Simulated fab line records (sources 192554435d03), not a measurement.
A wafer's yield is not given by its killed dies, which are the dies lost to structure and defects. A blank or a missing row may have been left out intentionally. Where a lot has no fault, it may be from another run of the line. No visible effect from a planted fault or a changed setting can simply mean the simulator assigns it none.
Code-filled problem report in 8D (eight disciplines) form	flow n5 finfet	the parts of the form that need people (team, actions taken, sign-off) are left out

## 1. PROBLEM STATEMENT
N5_MOL_CONTACT_COAG_ALD_27, run length s: mean 3281.1 s over 1 wafer from 1 lot; wafers with no fault: 2769.7 s, standard deviation 0.53. That is +99 or more standard deviations from the usual mean.
The step: deposits SiOC, target thk 17 nm, pulse time 1.5 s, time 2720 s.
Earliest sighting: wafer L284.1 on ald sin-04 at day 8 21:31. The record holds 15 wafers of 5 lots with a number at this step. Rule for "out" (also "out of limits"): further than 4 standard deviations from the usual mean. The other wafers with a number count as sound.

## 2. WHAT THIS IS AND IS NOT
question	is	is not
which readings at this step	run length s	heater power w, precursor pulse height rel
which lots	L284	L270, L271, L281, L287
which wafers of those lots	L284.1	L284.3, L284.4
read on which tools	ald sin-04	ald sin-02, ald sin-03
when	from day 8 21:31	up to then (11 sound wafers); but 3 sound wafers of L287 came after

## 3. WHAT RULES OUT EACH SUSPECT
Counting: any tool at a process step up to the reading remains a suspect provided it ran every lot that is out. Sound lots after the first of them don't rule it out here, since some wafers of a struck lot are sound.
- pvd sputter-02 at N5_MOL_CONTACT_COAG_SPUTTER_143 (material Co, target thk 2.5 nm): kept. It ran the lot that is out, L284 (day 8 17:27).
- cvd co-01 at N5_MOL_CONTACT_COAG_CO_FILL_22 (material Co, precursor CCTBA/H2, target thk 20 nm): kept. It ran the lot that is out, L284 (day 8 17:34); its last sound lot up to then is L281 (day 7 23:32).
- rtp anneal-01 at N5_MOL_CONTACT_COAG_ANNEAL_113 (time 300 s): kept. It ran the lot that is out, L284 (day 8 18:11); its last sound lot up to then is L281 (day 8 00:17).
- pvd sputter-02 at N5_MOL_CONTACT_COAG_SPUTTER_130 (material Co, target thk 47.5 nm): kept. It ran the lot that is out, L284 (day 8 19:38); its last sound lot up to then is L281 (day 8 02:48).
- ald sin-04 at N5_MOL_CONTACT_COAG_ALD_27 (deposits SiOC, target thk 17 nm, pulse time 1.5 s, time 2720 s): kept. It ran the lot that is out, L284 (day 8 21:31); its last sound lot up to then is L271 (day 5 13:28). Its own run length s readings are out on those wafers.
- Within cvd co-01 at N5_MOL_CONTACT_COAG_CO_FILL_22: the wafers that are out ran in chamber 2; their sound lot-mates ran in chamber 1.
- At N5_MOL_CONTACT_COAG_ALD_27, inside ald sin-04: chamber 2 took the wafers that are out, while their sound lot-mates went through chambers 1, 3.
Left after counting: pvd sputter-02 at N5_MOL_CONTACT_COAG_SPUTTER_143, cvd co-01 at N5_MOL_CONTACT_COAG_CO_FILL_22, rtp anneal-01 at N5_MOL_CONTACT_COAG_ANNEAL_113, pvd sputter-02 at N5_MOL_CONTACT_COAG_SPUTTER_130, ald sin-04 at N5_MOL_CONTACT_COAG_ALD_27.

## 4. THE CAUSE (what the simulator had put in)
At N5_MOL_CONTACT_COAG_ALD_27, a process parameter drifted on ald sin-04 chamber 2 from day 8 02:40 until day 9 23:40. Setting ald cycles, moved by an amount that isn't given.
5 suspects survive the count, and this tool is in that group.

## 5. THE EFFECT CHAIN, in route order
Each row: a reading where the mean over the struck wafers with a number is more than 3 standard deviations away from the usual. Only readings whose record carries a usual standard deviation are examined. hours: median over the lots of the time between each lot's start at the first step of this table that gives one and its start at this step. sigmas: the change, counted in usual standard deviations.
hours	step	reading	usual	on struck wafers	change	sigmas
0	N5_MOL_CONTACT_COAG_ALD_27	run length s	2769.7 s	3281.1	+511.4	+99 or more
It contains these process steps:
- N5_MOL_CONTACT_COAG_ALD_27: deposits SiOC, target thk 17 nm, pulse time 1.5 s, time 2720 s.

## 6. WHAT WOULD HAVE CAUGHT IT SOONER
19 hours passed between the start of the fault at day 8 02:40 and the first reading out of limits in this record, taken at day 8 21:31.
